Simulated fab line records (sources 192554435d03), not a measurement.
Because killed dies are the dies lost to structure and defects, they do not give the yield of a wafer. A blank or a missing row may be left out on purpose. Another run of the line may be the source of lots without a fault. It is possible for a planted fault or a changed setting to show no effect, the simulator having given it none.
fab line records	flow n5_finfet
[record] lots = 24	wafers = 72	last_day = 18
route steps=1938 shown BEOL_M2@898 BEOL_M3@946
lots that met no fault: from a run of the same line without faults
start_h: start of the lot's first displayed wafer, in hours after the record's first day	wait_h: hours since the lot's step before	" same as the row above	L1.1+2: several wafers, shown together as one row	- no value, or no start given	* or withheld: withheld	< > ~ a bound
route shown NAME@n: a module of which the file shows steps, and the number in the route of the first	usual: mean/standard deviation taken from wafers without a fault	same: alike in all rows	chamber/n: place in a boat	sites: each site's reading	_std_site: the values' standard deviation	_edge_site: outer sites' mean less inner sites'	radius_mm: how far each site lies from the wafer's centre	mask NAME#n: copy n	behind: tool/chamber where the wafer was last shaped	hold: cause of the lot's hold/its duration in hours/its outcome	device: names the non-switching transistor (n, p or np)	end of line: tests of these same wafers at the route's end	a step given without rows: its recipe and nothing more	killed: dies lost to structure and defects at the first sort, not the wafer's yield	map: per-die view of a wafer (x killed, . not killed, _ where there is no die)
set.NAME: the setting the step ran with; set.NAME@STEP: the setting that earlier step ran with	model.NAME: the simulator's own value behind a step, which no gauge read
a sample of lots followed through the steps of the route, with each step as a table and each wafer as a row
services: from which hour (start_h, from the record's first day; less than 0 if before it) a tool's chamber was out of use, for how many hours, and why
[[steps]]
[step N5_BEOL_M2_CD_MEAS_35]
[recipe] target_cd_nm = 18	target_cd_y_nm = 22.2	polarity = opening
[usual] cd_nm = 18.0/0.36
lot.wafer	tool	chamber	start_h	wait_h	cd_nm
L074.2	cd_sem-03	-	154.52	0.0	18.5
L074.5	"	-	"	"	18.2
L074.6	"	-	"	"	18.3
L076.3	cd_sem-02	-	155.45	0.0	18.6
L076.5	"	-	"	"	18.4
L076.6	"	-	"	"	18.2
L075.1	cd_sem-03	-	161.21	0.0	18.0
L075.2	"	-	"	"	18.6
L075.6	"	-	"	"	18.4
L077.1	cd_sem-01	-	161.25	0.0	18.1
L077.3	"	-	"	"	17.4
L077.6	"	-	"	"	18.4
L079.1	cd_sem-03	-	167.13	0.0	18.3
L079.4	"	-	"	"	17.9
L079.5	"	-	"	"	17.9
L078.1	cd_sem-03	-	167.17	0.0	18.3
L078.2	"	-	"	"	18.0
L078.6	"	-	"	"	18.1
L080.3	cd_sem-03	-	176.24	0.0	17.9
L080.4	"	-	"	"	18.4
L080.5	"	-	"	"	17.7
L081.1	cd_sem-03	-	185.53	0.0	18.1
L081.2	"	-	"	"	18.0
L081.5	"	-	"	"	17.8
L082.2	cd_sem-01	-	190.49	0.0	17.8
L082.5	"	-	"	"	17.6
L082.6	"	-	"	"	17.5
L083.2	cd_sem-01	-	190.97	0.0	18.0
L083.4	"	-	"	"	18.3
L083.6	"	-	"	"	17.8
L084.1	cd_sem-03	-	194.08	0.0	18.4
L084.3	"	-	"	"	18.3
L084.5	"	-	"	"	18.6
L086.3	cd_sem-02	-	220.16	0.0	17.8
L086.5	"	-	"	"	18.1
L086.6	"	-	"	"	17.6
L088.2	cd_sem-01	-	222.66	0.0	18.3
L088.3	"	-	"	"	18.1
L088.6	"	-	"	"	18.5
L087.2	cd_sem-01	-	225.82	0.0	18.1
L087.4	"	-	"	"	18.3
L087.5	"	-	"	"	18.2
L085.3	cd_sem-02	-	226.19	0.0	18.2
L085.4	"	-	"	"	18.1
L085.5	"	-	"	"	18.0
L090.1	cd_sem-03	-	228.74	0.0	17.8
L090.2	"	-	"	"	18.3
L090.3	"	-	"	"	17.8
L089.1	cd_sem-01	-	231.38	0.0	17.6
L089.3	"	-	"	"	17.5
L089.4	"	-	"	"	18.6
L091.2	cd_sem-03	-	241.62	0.0	18.1
L091.4	"	-	"	"	18.3
L091.6	"	-	"	"	18.4
L092.2	cd_sem-02	-	246.75	0.0	17.8
L092.4	"	-	"	"	18.2
L092.5	"	-	"	"	17.2
L093.2	cd_sem-01	-	255.56	0.0	17.9
L093.3	"	-	"	"	17.9
L093.4	"	-	"	"	17.4
L095.4	cd_sem-02	-	259.18	0.0	18.1
L095.5	"	-	"	"	17.1
L095.6	"	-	"	"	17.8
L094.3	cd_sem-03	-	261.79	0.0	17.9
L094.4	"	-	"	"	17.7
L094.6	"	-	"	"	18.2
L096.2	cd_sem-02	-	277.76	0.0	18.4
L096.3	"	-	"	"	17.3
L096.5	"	-	"	"	17.4
L097.1	cd_sem-01	-	296.27	0.0	18.0
L097.4	"	-	"	"	17.5
L097.5	"	-	"	"	18.1
[step N5_BEOL_M2_SPUTTER_86]
[recipe] material = Cu	target_thk_a = 45	temp_c = -20	chamber_pressure_pa = 0.07	power_w = withheld	time_s = 8.29
[usual] throttle_valve_pct = 29.8/0.83
lot.wafer	tool	chamber	start_h	wait_h	throttle_valve_pct
L074.2	pvd_sputter-02	-	156.15	0.1	28.9
L074.5	"	-	"	"	29.8
L074.6	"	-	"	"	30.9
L076.3	pvd_sputter-02	-	159.87	0.1	29.5
L076.5	"	-	"	"	28.7
L076.6	"	-	"	"	29.5
L075.1	pvd_sputter-03	-	163.25	0.1	30.9
L075.2	"	-	"	"	30.4
L075.6	"	-	"	"	29.9
L077.1	pvd_sputter-03	-	165.13	0.1	30.9
L077.3	"	-	"	"	30.9
L077.6	"	-	"	"	30.2
L079.1	pvd_sputter-02	-	169.16	0.1	29.6
L079.4	"	-	"	"	29.0
L079.5	"	-	"	"	29.6
L078.1	pvd_sputter-01	-	170.51	0.1	28.2
L078.2	"	-	"	"	30.2
L078.6	"	-	"	"	29.6
L080.3	pvd_sputter-03	-	178.09	0.1	30.9
L080.4	"	-	"	"	30.8
L080.5	"	-	"	"	31.1
L081.1	pvd_sputter-01	-	189.19	0.1	29.6
L081.2	"	-	"	"	29.4
L081.5	"	-	"	"	29.4
L082.2	pvd_sputter-02	-	192.27	0.1	29.8
L082.5	"	-	"	"	29.5
L082.6	"	-	"	"	28.8
L083.2	pvd_sputter-02	-	194.11	0.1	29.8
L083.4	"	-	"	"	30.6
L083.6	"	-	"	"	28.9
L084.1	pvd_sputter-03	-	196.27	0.1	31.1
L084.3	"	-	"	"	30.1
L084.5	"	-	"	"	29.8
L086.3	pvd_sputter-03	-	221.53	0.1	29.9
L086.5	"	-	"	"	30.0
L086.6	"	-	"	"	31.0
L088.2	pvd_sputter-01	-	224.20	0.1	30.3
L088.3	"	-	"	"	29.3
L088.6	"	-	"	"	29.5
L087.2	pvd_sputter-01	-	227.36	0.1	29.3
L087.4	"	-	"	"	29.2
L087.5	"	-	"	"	30.0
L085.3	pvd_sputter-01	-	229.62	0.1	30.3
L085.4	"	-	"	"	29.4
L085.5	"	-	"	"	29.4
L090.1	pvd_sputter-03	-	230.14	0.1	31.0
L090.2	"	-	"	"	30.8
L090.3	"	-	"	"	30.0
L089.1	pvd_sputter-03	-	233.70	0.1	30.7
L089.3	"	-	"	"	30.7
L089.4	"	-	"	"	30.0
L091.2	pvd_sputter-01	-	243.37	0.1	28.3
L091.4	"	-	"	"	29.4
L091.6	"	-	"	"	28.1
L092.2	pvd_sputter-01	-	248.99	0.1	29.4
L092.4	"	-	"	"	29.9
L092.5	"	-	"	"	29.7
L093.2	pvd_sputter-02	-	257.23	0.1	30.9
L093.3	"	-	"	"	29.0
L093.4	"	-	"	"	29.7
L095.4	pvd_sputter-01	-	262.31	0.1	29.6
L095.5	"	-	"	"	28.0
L095.6	"	-	"	"	30.3
L094.3	pvd_sputter-02	-	263.50	0.1	29.8
L094.4	"	-	"	"	30.7
L094.6	"	-	"	"	29.5
L096.2	pvd_sputter-03	-	279.80	0.1	31.0
L096.3	"	-	"	"	30.0
L096.5	"	-	"	"	31.0
L097.1	pvd_sputter-02	-	297.81	0.1	29.7
L097.4	"	-	"	"	29.6
L097.5	"	-	"	"	29.0
[step N5_BEOL_M2_SPUTTER_90]
[recipe] material = Cu	target_thk_a = 45	temp_c = -20	chamber_pressure_pa = 0.07	power_w = withheld	time_s = 8.29
[usual] throttle_valve_pct = 29.9/0.85
lot.wafer	tool	chamber	start_h	wait_h	throttle_valve_pct
L074.2	pvd_sputter-02	-	156.59	0.1	28.7
L074.5	"	-	"	"	29.6
L074.6	"	-	"	"	30.8
L076.3	pvd_sputter-02	-	160.31	0.1	29.6
L076.5	"	-	"	"	29.2
L076.6	"	-	"	"	29.4
L075.1	pvd_sputter-03	-	163.69	0.1	31.0
L075.2	"	-	"	"	30.0
L075.6	"	-	"	"	30.4
L077.1	pvd_sputter-03	-	165.57	0.1	30.9
L077.3	"	-	"	"	30.6
L077.6	"	-	"	"	30.2
L079.1	pvd_sputter-02	-	169.60	0.1	29.7
L079.4	"	-	"	"	28.8
L079.5	"	-	"	"	29.6
L078.1	pvd_sputter-01	-	170.95	0.1	28.4
L078.2	"	-	"	"	30.1
L078.6	"	-	"	"	29.3
L080.3	pvd_sputter-03	-	178.53	0.1	31.0
L080.4	"	-	"	"	30.4
L080.5	"	-	"	"	31.0
L081.1	pvd_sputter-01	-	189.63	0.1	29.8
L081.2	"	-	"	"	29.2
L081.5	"	-	"	"	29.3
L082.2	pvd_sputter-02	-	192.71	0.1	29.6
L082.5	"	-	"	"	29.4
L082.6	"	-	"	"	28.9
L083.2	pvd_sputter-02	-	194.55	0.1	30.0
L083.4	"	-	"	"	30.8
L083.6	"	-	"	"	28.7
L084.1	pvd_sputter-03	-	196.71	0.1	30.9
L084.3	"	-	"	"	30.1
L084.5	"	-	"	"	30.1
L086.3	pvd_sputter-03	-	221.97	0.1	29.9
L086.5	"	-	"	"	30.0
L086.6	"	-	"	"	31.1
L088.2	pvd_sputter-01	-	224.64	0.1	30.2
L088.3	"	-	"	"	29.3
L088.6	"	-	"	"	29.7
L087.2	pvd_sputter-01	-	227.80	0.1	29.5
L087.4	"	-	"	"	29.3
L087.5	"	-	"	"	30.4
L085.3	pvd_sputter-01	-	230.06	0.1	30.3
L085.4	"	-	"	"	29.6
L085.5	"	-	"	"	29.8
L090.1	pvd_sputter-03	-	230.58	0.1	30.9
L090.2	"	-	"	"	31.2
L090.3	"	-	"	"	30.1
L089.1	pvd_sputter-03	-	234.14	0.1	30.7
L089.3	"	-	"	"	30.8
L089.4	"	-	"	"	29.8
L091.2	pvd_sputter-01	-	243.81	0.1	27.9
L091.4	"	-	"	"	29.4
L091.6	"	-	"	"	28.1
L092.2	pvd_sputter-01	-	249.43	0.1	29.7
L092.4	"	-	"	"	30.4
L092.5	"	-	"	"	29.5
L093.2	pvd_sputter-02	-	257.67	0.1	31.1
L093.3	"	-	"	"	29.0
L093.4	"	-	"	"	29.4
L095.4	pvd_sputter-01	-	262.75	0.1	29.6
L095.5	"	-	"	"	27.9
L095.6	"	-	"	"	30.2
L094.3	pvd_sputter-02	-	263.94	0.1	29.9
L094.4	"	-	"	"	30.8
L094.6	"	-	"	"	29.6
L096.2	pvd_sputter-03	-	280.24	0.1	31.1
L096.3	"	-	"	"	30.0
L096.5	"	-	"	"	31.0
L097.1	pvd_sputter-02	-	298.25	0.1	30.0
L097.4	"	-	"	"	29.4
L097.5	"	-	"	"	29.0
[step N5_BEOL_M2_ANNEAL_93]
[recipe] temp_c = 400	time_s = 240	ambient = vacuum
[usual] heater_power_w = 831/59
lot.wafer	tool	chamber	start_h	wait_h	heater_power_w
L074.2	pvd_sputter-02	-	156.89	0.0	868
L074.5	"	-	"	"	834
L074.6	"	-	"	"	927
L076.3	pvd_sputter-02	-	160.61	0.0	833
L076.5	"	-	"	"	863
L076.6	"	-	"	"	814
L075.1	pvd_sputter-03	-	163.99	0.0	977
L075.2	"	-	"	"	822
L075.6	"	-	"	"	790
L077.1	pvd_sputter-03	-	165.87	0.0	737
L077.3	"	-	"	"	760
L077.6	"	-	"	"	788
L079.1	pvd_sputter-02	-	169.90	0.0	812
L079.4	"	-	"	"	868
L079.5	"	-	"	"	810
L078.1	pvd_sputter-01	-	171.25	0.0	888
L078.2	"	-	"	"	800
L078.6	"	-	"	"	821
L080.3	pvd_sputter-03	-	178.83	0.0	945
L080.4	"	-	"	"	760
L080.5	"	-	"	"	934
L081.1	pvd_sputter-01	-	189.93	0.0	792
L081.2	"	-	"	"	824
L081.5	"	-	"	"	798
L082.2	pvd_sputter-02	-	193.01	0.0	828
L082.5	"	-	"	"	823
L082.6	"	-	"	"	874
L083.2	pvd_sputter-02	-	194.85	0.0	821
L083.4	"	-	"	"	942
L083.6	"	-	"	"	866
L084.1	pvd_sputter-03	-	197.01	0.0	750
L084.3	"	-	"	"	798
L084.5	"	-	"	"	795
L086.3	pvd_sputter-03	-	222.27	0.0	798
L086.5	"	-	"	"	796
L086.6	"	-	"	"	974
L088.2	pvd_sputter-01	-	224.94	0.0	786
L088.3	"	-	"	"	806
L088.6	"	-	"	"	762
L087.2	pvd_sputter-01	-	228.10	0.0	815
L087.4	"	-	"	"	791
L087.5	"	-	"	"	798
L085.3	pvd_sputter-01	-	230.36	0.0	805
L085.4	"	-	"	"	824
L085.5	"	-	"	"	783
L090.1	pvd_sputter-03	-	230.88	0.0	941
L090.2	"	-	"	"	744
L090.3	"	-	"	"	800
L089.1	pvd_sputter-03	-	234.44	0.0	779
L089.3	"	-	"	"	942
L089.4	"	-	"	"	799
L091.2	pvd_sputter-01	-	244.11	0.0	855
L091.4	"	-	"	"	776
L091.6	"	-	"	"	885
L092.2	pvd_sputter-01	-	249.73	0.0	818
L092.4	"	-	"	"	779
L092.5	"	-	"	"	780
L093.2	pvd_sputter-02	-	257.97	0.0	921
L093.3	"	-	"	"	851
L093.4	"	-	"	"	833
L095.4	pvd_sputter-01	-	263.05	0.0	796
L095.5	"	-	"	"	876
L095.6	"	-	"	"	777
L094.3	pvd_sputter-02	-	264.24	0.0	824
L094.4	"	-	"	"	923
L094.6	"	-	"	"	836
L096.2	pvd_sputter-03	-	280.54	0.0	932
L096.3	"	-	"	"	775
L096.5	"	-	"	"	740
L097.1	pvd_sputter-02	-	298.55	0.0	838
L097.4	"	-	"	"	822
L097.5	"	-	"	"	856
[step N5_BEOL_M3_INSPECT_13]
[recipe] mode = adi	inspect_instrument = brightfield
[usual] raw_defect_count = 436/100
lot.wafer	tool	chamber	start_h	wait_h	raw_defect_count
L074.2	defect_inspect-02	-	161.86	0.0	597
L074.5	"	-	"	"	604
L074.6	"	-	"	"	709
L076.3	defect_inspect-01	-	163.02	0.0	486
L076.5	"	-	"	"	376
L076.6	"	-	"	"	315
L075.1	defect_inspect-02	-	167.72	0.1	636
L075.2	"	-	"	"	435
L075.6	"	-	"	"	592
L077.1	defect_inspect-02	-	168.49	0.1	346
L077.3	"	-	"	"	571
L077.6	"	-	"	"	471
L079.1	defect_inspect-01	-	172.65	0.1	357
L079.4	"	-	"	"	393
L079.5	"	-	"	"	430
L078.1	defect_inspect-01	-	173.62	0.1	426
L078.2	"	-	"	"	520
L078.6	"	-	"	"	356
L080.3	defect_inspect-02	-	182.53	0.0	432
L080.4	"	-	"	"	390
L080.5	"	-	"	"	682
L081.1	defect_inspect-01	-	194.61	0.1	357
L081.2	"	-	"	"	466
L081.5	"	-	"	"	393
L082.2	defect_inspect-01	-	195.91	0.1	614
L082.5	"	-	"	"	496
L082.6	"	-	"	"	456
L083.2	defect_inspect-02	-	197.24	0.0	413
L083.4	"	-	"	"	350
L083.6	"	-	"	"	411
L084.1	defect_inspect-02	-	203.43	0.1	330
L084.3	"	-	"	"	423
L084.5	"	-	"	"	294
L086.3	defect_inspect-02	-	226.17	0.0	373
L086.5	"	-	"	"	360
L086.6	"	-	"	"	421
L088.2	defect_inspect-01	-	227.08	0.0	663
L088.3	"	-	"	"	593
L088.6	"	-	"	"	543
L087.2	defect_inspect-02	-	232.17	0.0	443
L087.4	"	-	"	"	580
L087.5	"	-	"	"	481
L085.3	defect_inspect-02	-	233.32	0.0	490
L085.4	"	-	"	"	351
L085.5	"	-	"	"	379
L090.1	defect_inspect-01	-	235.71	0.1	330
L090.2	"	-	"	"	498
L090.3	"	-	"	"	424
L089.1	defect_inspect-01	-	237.17	0.1	467
L089.3	"	-	"	"	351
L089.4	"	-	"	"	320
L091.2	defect_inspect-01	-	247.51	0.0	275
L091.4	"	-	"	"	305
L091.6	"	-	"	"	293
L092.2	defect_inspect-02	-	253.59	0.0	437
L092.4	"	-	"	"	504
L092.5	"	-	"	"	416
L093.2	defect_inspect-02	-	260.16	0.0	356
L093.3	"	-	"	"	408
L093.4	"	-	"	"	293
L095.4	defect_inspect-01	-	265.94	0.0	330
L095.5	"	-	"	"	403
L095.6	"	-	"	"	457
L094.3	defect_inspect-01	-	269.58	0.0	305
L094.4	"	-	"	"	372
L094.6	"	-	"	"	313
L096.2	defect_inspect-01	-	286.25	0.0	502
L096.3	"	-	"	"	468
L096.5	"	-	"	"	408
L097.1	defect_inspect-01	-	304.51	0.1	370
L097.4	"	-	"	"	374
L097.5	"	-	"	"	398
[step N5_BEOL_M3_ETCH_74]
[recipe] chemistry = N2/H2	target = underlayer	target_depth_a = 65	mask_material = CAR-EUV	time_s = 5.2	ion_energy_ev = 200	pressure_mtorr = 30	source_w = 840	bias_w = 150	n2_flow_sccm = 200	h2_flow_sccm = 200	ends = cleared
[usual] bias_w = 149.9/0.47	chamber_pressure_mTorr = 30.00/0.041	drypump_motor_current_A = 5.8/0.56	etch_rf_on_time_s = 5.24/0.11	oes_product_au = 0.65/0.063	rf_vpp_V = 523.3/2.6	showerhead_plenum_p_Torr = 2.52/0.081	throttle_valve_pct = 17.8/0.32
lot.wafer	tool	chamber	start_h	wait_h	bias_w	chamber_pressure_mTorr	drypump_motor_current_A	etch_rf_on_time_s	oes_product_au	rf_hours_counter_h	rf_vpp_V	showerhead_plenum_p_Torr	throttle_valve_pct
L074.2	rie_diel-03	1	162.01	0.0	149.7	29.96	6.3	5.26	0.60	218	524.3	2.62	17.6
L074.5	"	2	"	"	149.5	30.06	5.7	5.28	0.63	-	522.8	2.50	18.0
L074.6	"	1	"	"	149.5	29.97	6.3	5.26	0.59	-	528.1	2.62	17.6
L076.3	rie_diel-03	1	163.09	0.0	150.2	30.00	6.3	5.13	0.60	219	525.3	2.62	17.6
L076.5	"	3	"	"	150.4	30.00	5.8	5.15	0.67	-	524.6	2.58	17.7
L076.6	"	0	"	"	149.7	30.01	5.1	5.29	0.59	-	523.6	2.50	18.1
L075.1	rie_diel-02	0	167.80	0.0	149.9	30.12	5.7	5.46	0.58	216	525.6	2.63	18.5
L075.2	"	1	"	"	150.0	29.95	6.6	5.30	0.60	196	526.2	2.64	18.1
L075.6	"	3	"	"	149.9	29.97	6.6	5.04	0.77	-	521.9	2.47	17.3
L077.1	rie_diel-04	2	168.56	0.0	149.8	30.00	5.2	5.27	0.63	144	523.0	2.54	17.5
L077.3	"	3	"	"	150.8	30.01	6.2	5.20	0.62	200	524.4	2.51	17.7
L077.6	"	3	"	"	150.3	30.02	6.3	5.18	0.62	-	524.6	2.51	17.8
L079.1	rie_diel-03	3	173.00	0.0	150.3	30.04	5.8	5.13	0.67	93	525.3	2.58	17.7
L079.4	"	1	"	"	150.1	29.98	6.3	5.24	0.59	222	526.6	2.62	17.6
L079.5	"	0	"	"	150.7	30.02	5.2	5.26	0.59	-	523.9	2.50	18.1
L078.1	rie_diel-04	2	173.69	0.0	150.4	29.90	5.2	5.24	0.65	145	523.2	2.54	17.5
L078.2	"	3	"	"	150.1	30.03	6.3	5.13	0.63	201	525.8	2.51	17.8
L078.6	"	3	"	"	150.5	30.02	6.3	5.15	0.63	-	524.6	2.51	17.8
L080.3	rie_diel-04	2	182.60	0.0	149.8	30.07	5.2	5.30	0.64	148	524.9	2.54	17.5
L080.4	"	0	"	"	149.9	29.97	5.9	5.32	0.64	131	518.8	2.36	17.9
L080.5	"	1	"	"	150.9	30.03	5.3	5.09	0.70	-	521.1	2.46	17.6
L081.1	rie_diel-03	2	194.68	0.0	149.1	29.95	5.6	5.20	0.62	208	526.1	2.50	18.0
L081.2	"	0	"	"	150.5	29.93	5.1	5.29	0.59	240	520.6	2.49	18.1
L081.5	"	0	"	"	150.2	30.05	5.1	5.28	0.59	-	522.3	2.49	18.1
L082.2	rie_diel-02	1	195.98	0.0	150.4	29.95	6.6	5.33	0.58	207	527.2	2.64	18.1
L082.5	"	3	"	"	150.0	30.00	6.6	5.14	0.73	-	521.9	2.46	17.3
L082.6	"	2	"	"	149.9	29.97	4.6	5.11	0.80	-	524.9	2.60	17.6
L083.2	rie_diel-03	2	197.48	0.0	150.1	29.99	5.6	5.22	0.63	209	521.6	2.50	18.1
L083.4	"	2	"	"	149.6	29.96	5.6	5.24	0.62	-	524.5	2.50	18.0
L083.6	"	3	"	"	149.7	29.98	5.8	5.27	0.65	-	525.3	2.58	17.7
L084.1	rie_diel-04	0	203.50	0.0	150.1	30.04	5.9	5.31	0.63	137	517.1	2.36	17.9
L084.3	"	1	"	"	149.9	30.05	5.3	5.17	0.70	94	520.5	2.46	17.6
L084.5	"	1	"	"	149.4	29.99	5.3	5.15	0.70	-	522.0	2.46	17.6
L086.3	rie_diel-04	1	226.33	0.0	149.1	29.99	5.3	5.13	0.70	97	521.8	2.46	17.6
L086.5	"	1	"	"	149.9	29.97	5.3	5.19	0.69	-	520.6	2.46	17.6
L086.6	"	2	"	"	150.3	30.06	5.2	5.21	0.63	-	522.3	2.53	17.6
L088.2	rie_diel-02	2	227.20	0.0	149.1	29.99	4.7	5.13	0.79	16	524.6	2.59	17.6
L088.3	"	3	"	"	149.1	29.96	6.6	5.18	0.72	61	523.8	2.46	17.3
L088.6	"	1	"	"	149.6	29.98	6.6	5.40	0.57	-	526.2	2.63	18.2
L087.2	rie_diel-04	3	232.24	0.0	149.3	30.04	6.3	5.23	0.60	220	524.1	2.50	17.8
L087.4	"	0	"	"	149.7	30.00	5.9	5.34	0.63	147	518.6	2.36	17.9
L087.5	"	1	"	"	150.4	30.01	5.3	5.21	0.70	-	520.8	2.46	17.6
L085.3	rie_diel-04	0	233.39	0.0	150.0	29.93	5.9	5.32	0.62	148	519.0	2.36	17.9
L085.4	"	1	"	"	150.0	29.93	5.3	5.23	0.70	99	524.3	2.46	17.6
L085.5	"	1	"	"	149.9	30.03	5.3	5.20	0.69	-	521.6	2.46	17.6
L090.1	rie_diel-04	1	235.78	0.0	150.4	29.97	5.3	5.12	0.70	100	522.2	2.46	17.6
L090.2	"	0	"	"	150.4	29.97	5.9	5.26	0.63	148	516.9	2.36	17.9
L090.3	"	2	"	"	150.1	29.98	5.2	5.22	0.62	165	524.0	2.53	17.6
L089.1	rie_diel-02	1	237.24	0.0	149.3	30.05	6.6	5.44	0.57	220	524.7	2.63	18.2
L089.3	"	3	"	"	149.5	30.00	6.6	5.14	0.72	64	520.5	2.46	17.3
L089.4	"	0	"	"	150.1	29.98	5.8	5.52	0.58	239	525.8	2.62	18.6
L091.2	rie_diel-02	1	247.58	0.0	148.7	29.95	6.6	5.40	0.57	222	525.4	2.63	18.2
L091.4	"	0	"	"	149.5	30.01	5.8	5.41	0.58	240	524.8	2.62	18.5
L091.6	"	0	"	"	150.6	29.98	5.7	5.42	0.58	-	526.1	2.62	18.6
L092.2	rie_diel-02	2	253.68	0.0	149.3	29.91	4.7	5.08	0.77	24	524.6	2.59	17.7
L092.4	"	0	"	"	149.1	30.08	5.7	5.42	0.58	242	526.8	2.62	18.5
L092.5	"	0	"	"	149.3	29.94	5.7	5.43	0.57	-	526.3	2.62	18.6
L093.2	rie_diel-03	3	260.23	0.0	149.9	29.94	5.8	5.21	0.65	120	525.4	2.57	17.8
L093.3	"	0	"	"	150.7	29.95	5.1	5.07	0.83	2	521.6	2.49	17.7
L093.4	"	2	"	"	150.1	29.96	5.6	5.22	0.61	228	522.2	2.49	18.1
L095.4	rie_diel-02	1	266.01	0.0	149.8	30.02	6.6	5.34	0.57	228	526.6	2.63	18.2
L095.5	"	0	"	"	150.9	30.02	5.7	5.50	0.58	-	527.1	2.62	18.6
L095.6	"	1	"	"	150.0	29.99	6.6	5.37	0.57	-	526.7	2.63	18.2
L094.3	rie_diel-04	3	269.65	0.0	150.0	29.92	6.2	5.28	0.59	229	520.4	2.50	17.8
L094.4	"	2	"	"	150.4	29.97	5.2	5.31	0.62	175	522.1	2.53	17.6
L094.6	"	1	"	"	149.4	30.00	5.3	5.24	0.68	-	520.7	2.45	17.6
L096.2	rie_diel-04	3	286.57	0.0	150.2	29.97	6.2	5.22	0.60	234	521.8	2.50	17.8
L096.3	"	0	"	"	149.9	30.02	5.9	5.33	0.61	162	519.4	2.35	18.0
L096.5	"	1	"	"	149.5	29.97	5.3	5.13	0.67	-	520.6	2.45	17.6
L097.1	rie_diel-03	0	304.75	0.0	149.5	30.00	5.1	5.17	0.79	9	526.9	2.48	17.7
L097.4	"	1	"	"	149.7	29.98	6.3	5.13	0.80	7	527.7	2.60	17.3
L097.5	"	1	"	"	150.2	29.99	6.3	5.11	0.80	-	525.9	2.60	17.2
[[services]]
tool	chamber	start_h	hours	kind
rie_diel-03	3	133.54	12.3	repair
rie_diel-02	2	139.95	-	clean
rie_diel-02	2	139.95	-	consumable_replace:focus_ring
rie_diel-02	2	139.95	34.7	scheduled_down
rie_diel-02	2	139.95	34.7	vent_cycle
rie_diel-03	2	143.43	10.1	repair
pvd_sputter-01	-	156.15	13.6	repair
rie_diel-04	1	209.51	16.5	repair
rie_diel-02	0	238.33	5.8	repair
rie_diel-03	0	241.10	-	clean
rie_diel-03	0	241.10	-	consumable_replace:focus_ring
rie_diel-03	0	241.10	13.3	scheduled_down
rie_diel-03	0	241.10	13.3	vent_cycle
rie_diel-03	1	264.73	-	clean
rie_diel-03	1	264.73	-	consumable_replace:focus_ring
rie_diel-03	1	264.73	16.1	scheduled_down
rie_diel-03	1	264.73	16.1	vent_cycle
rie_diel-03	-	271.55	14.6	pm
rie_diel-02	0	274.53	-	clean
rie_diel-02	0	274.53	-	consumable_replace:focus_ring
rie_diel-02	0	274.53	14.8	scheduled_down
rie_diel-02	0	274.53	14.8	vent_cycle
[[key]]
fault none
